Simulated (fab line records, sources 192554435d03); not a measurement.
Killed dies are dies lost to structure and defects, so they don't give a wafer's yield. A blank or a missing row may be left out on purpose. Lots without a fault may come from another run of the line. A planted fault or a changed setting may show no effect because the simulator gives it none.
Split-lot experiment | flow n5_finfet | 7 lots, 21 wafers read, on a route of 1938 steps

THE SPLIT
At N5_MOL_CONTACT_COAG_VIA_ETCH_46 (etches SiO2 in C4F6/O2, target depth 46 nm, overetch 9.2 nm, time 40 s), the setting bias_w was moved away from the recipe's 455 W on 6 of the 21 wafers read, by -8.9% to +16.4%. The other wafers ran this setting at the recipe's value.

The reading is taken at the split's own step.

THE READING
rf_vpp_V, in V, at N5_MOL_CONTACT_COAG_VIA_ETCH_46 (etches SiO2 in C4F6/O2, target depth 46 nm, overetch 9.2 nm, time 40 s). Fault-free wafers of this fab line usually give 1575 V, standard deviation 27 V.

wafer  | tool, chamber at the split | bias_w as run, W | against the recipe | rf_vpp_V, V | against lot-mates on the recipe
L076.1 | rie_diel-01, 3             | 455              | recipe             | 1626        | -
L076.4 | rie_diel-01, 0             | 455              | recipe             | 1565        | -
L076.6 | rie_diel-01, 0             | 455              | recipe             | 1564        | -
L081.1 | rie_diel-02, 2             | 481.7            | +5.9%              | 1698        | +152
L081.2 | rie_diel-02, 1             | 455              | recipe             | 1541        | -
L081.3 | rie_diel-02, 0             | 455              | recipe             | 1552        | -
L083.1 | rie_diel-06, 3             | 455              | recipe             | 1558        | -
L083.4 | rie_diel-06, 0             | 455              | recipe             | 1576        | -
L083.5 | rie_diel-06, 0             | 423.3            | -7.0%              | 1493        | -74
L088.1 | rie_diel-01, 1             | 414.3            | -8.9%              | 1482        | -98
L088.2 | rie_diel-01, 2             | 455              | recipe             | 1580        | -
L088.3 | rie_diel-01, 3             | 414.3            | -8.9%              | 1516        | -64
L089.3 | rie_diel-02, 0             | 455              | recipe             | 1553        | -
L089.4 | rie_diel-02, 1             | 455              | recipe             | 1542        | -
L089.6 | rie_diel-02, 0             | 529.6            | +16.4%             | 1738        | +190
L096.1 | rie_diel-01, 1             | 455              | recipe             | 1590        | -
L096.4 | rie_diel-01, 0             | 455              | recipe             | 1564        | -
L096.6 | rie_diel-01, 1             | 455              | recipe             | 1590        | -
L097.3 | rie_diel-06, 2             | 455              | recipe             | 1531        | -
L097.4 | rie_diel-06, 0             | 496.6            | +9.1%              | 1682        | +136
L097.6 | rie_diel-06, 3             | 455              | recipe             | 1560        | -

THE FIT
A straight line over all 21 wafers: rf_vpp_V changes by +10.6 V for each +1% of bias_w; r = +0.91; the points scatter about the line by 27 V.
The same after taking each lot's own level away (the mean of its wafers on the recipe; 21 wafers): +12 V for each +1%; r = +0.94; scatter 25 V.
On that fit, the largest move of bias_w shifts the reading by 2e+02 V.
The lots' own levels span 1545.5 to 1585.0 V, that is 1.5 times the standard deviation above.
So the lot-to-lot level changes the slope: the two fits differ.
Check: with one of the wafers moved furthest among these (+16.4%) left out of the fit, the line predicts +219 V for it against its lot-mates. It came out at +190 V against them.
Tool readings at the split's step, against how far the setting was moved: rf_vpp_V r = +0.91.

OTHER SPLITS ON THESE WAFERS
These wafers also went through other splits before the reading. Each is held against what the fit with the lots' levels taken away leaves over:
other split on the same wafers      | wafers away from the commonest value | r with rf_vpp_V (lot level and that fit taken away)
N5_SD_EPI_P_PEB_07 peb_time_s       | 3                                    | +0.60
N5_HKMG_FIN_COAT_42 spin_rpm        | 3                                    | +0.36
N5_HKMG_FIN_COAT_43 spin_rpm        | 5                                    | -0.17
N5_HKMG_FIN_COAT_06 spin_rpm        | 6                                    | -0.44
N5_HKMG_FIN_EXPOSE_09 dose_mj       | 11                                   | -0.55
N5_GATE_CUT_ALD_22 ald_cycles       | 7                                    | -0.01
N5_MOL_CONTACT_COAG_PECVD_31 temp_c | 8                                    | +0.21

THE FILE'S OWN FIT
rf_vpp_V changes by +12.6 V for each +1% of bias_w, r = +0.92.
